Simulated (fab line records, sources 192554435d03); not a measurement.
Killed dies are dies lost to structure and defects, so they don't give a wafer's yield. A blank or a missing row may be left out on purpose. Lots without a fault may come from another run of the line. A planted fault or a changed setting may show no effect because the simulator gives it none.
Split-lot experiment | flow n5_finfet | 7 lots, 21 wafers read, on a route of 1938 steps

THE SPLIT
At N5_BEOL_M0_CUTY_DESCUM_61 (chemistry O2, time 7.9 s), the setting time_s was moved away from the recipe's 7.9 s on 11 of the 21 wafers read, by -18.6% to +20.3%. The other wafers ran this setting at the recipe's value.

The file shows no step between the split and the reading.

THE READING
CAR-ArF-block_of_BEOL_M0_CUTY_COAT_51.thk_nm (the simulator's own value, which no gauge read), in nm, at N5_BEOL_M0_CUTY_ETCH_62 (etches SiARC in CF4, time 58.5 s). The file gives no usual value for it. The 10 wafers here that ran the recipe average 118.4 nm, standard deviation 0.4 nm.

wafer  | tool, chamber at the split | time_s as run, s | against the recipe | CAR-ArF-block_of_BEOL_M0_CUTY_COAT_51.thk_nm, nm | against lot-mates on the recipe
L081.1 | rie_diel-05, 3             | 6.858            | -13.2%             | 119                                              | +0.8
L081.2 | rie_diel-05, 1             | 6.858            | -13.2%             | 119.2                                            | +1.0
L081.6 | rie_diel-05, 1             | 7.9              | recipe             | 118.2                                            | -
L083.1 | rie_diel-05, 1             | 7.9              | recipe             | 118.4                                            | -
L083.2 | rie_diel-05, 3             | 7.9              | recipe             | 118                                              | -
L083.4 | rie_diel-05, 0             | 7.091            | -10.2%             | 118.6                                            | +0.4
L088.1 | rie_diel-04, 1,0           | 9.502            | +20.3%             | 117.4                                            | -1.4
L088.5 | rie_diel-04, 2             | 7.9              | recipe             | 118.8                                            | -
L088.6 | rie_diel-04, 1,0           | 9.502            | +20.3%             | 117.6                                            | -1.2
L090.2 | rie_diel-04, 2             | 7.9              | recipe             | 118.2                                            | -
L090.3 | rie_diel-04, 0,3           | 9.092            | +15.1%             | 117                                              | -1.2
L090.4 | rie_diel-04, 0,3           | 9.092            | +15.1%             | 117                                              | -1.2
L091.2 | rie_diel-03, 1             | 7.155            | -9.4%              | 119.4                                            | +0.2
L091.3 | rie_diel-03, 0             | 7.155            | -9.4%              | 119.2                                            | +0.0
L091.5 | rie_diel-03, 3             | 7.9              | recipe             | 119.2                                            | -
L092.3 | rie_diel-05, 0,3           | 7.9              | recipe             | 118.4                                            | -
L092.4 | rie_diel-05, 0,3           | 7.9              | recipe             | 118.2                                            | -
L092.6 | rie_diel-05, 3             | 7.9              | recipe             | 118                                              | -
L093.2 | rie_diel-04, 2             | 7.9              | recipe             | 119                                              | -
L093.3 | rie_diel-04, 3,0           | 6.43             | -18.6%             | 120.4                                            | +1.4
L093.4 | rie_diel-04, 3,0           | 6.43             | -18.6%             | 120.4                                            | +1.4
Where a row lists several chambers, the file gives one row for several wafers and doesn't say which wafer went through which chamber.

THE FIT
A straight line over all 21 wafers: CAR-ArF-block_of_BEOL_M0_CUTY_COAT_51.thk_nm changes by -0.0727 nm for each +1% of time_s; r = -0.89; the points scatter about the line by 0.44 nm.
The same after taking each lot's own level away (the mean of its wafers on the recipe; 21 wafers): -0.0662 nm for each +1%; r = -0.96; scatter 0.22 nm.
On that fit, the largest move of time_s shifts the reading by 1.3 nm.
The lots' own levels span 118.20 to 119.20 nm, that is 2.5 times the standard deviation above.
So the lot-to-lot level changes the slope little: the two slopes agree.
Check: with one of the wafers moved furthest among these (+20.3%) left out of the fit, the line predicts -1.4 nm for it against its lot-mates. It came out at -1.4 nm against them.

THE WHOLE CHAIN: every reading that the file lists as answering this split, in the file's order
step                      | what it does                     | reading                                                                                       | change (the file's fit)                | r (the file's)
N5_BEOL_M0_CUTY_DESCUM_61 | chemistry O2, time 7.9 s         | CAR-ArF-block_of_BEOL_M0_CUTY_COAT_51.thk_nm (the simulator's own value, which no gauge read) | -0.0627 nm for each +1% of the setting | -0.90
N5_BEOL_M0_CUTY_ETCH_62   | etches SiARC in CF4, time 58.5 s | CAR-ArF-block_of_BEOL_M0_CUTY_COAT_51.thk_nm (the simulator's own value, which no gauge read) | -0.0646 nm for each +1% of the setting | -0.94

THE FILE'S OWN FIT
CAR-ArF-block_of_BEOL_M0_CUTY_COAT_51.thk_nm changes by -0.0646 nm for each +1% of time_s, r = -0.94.
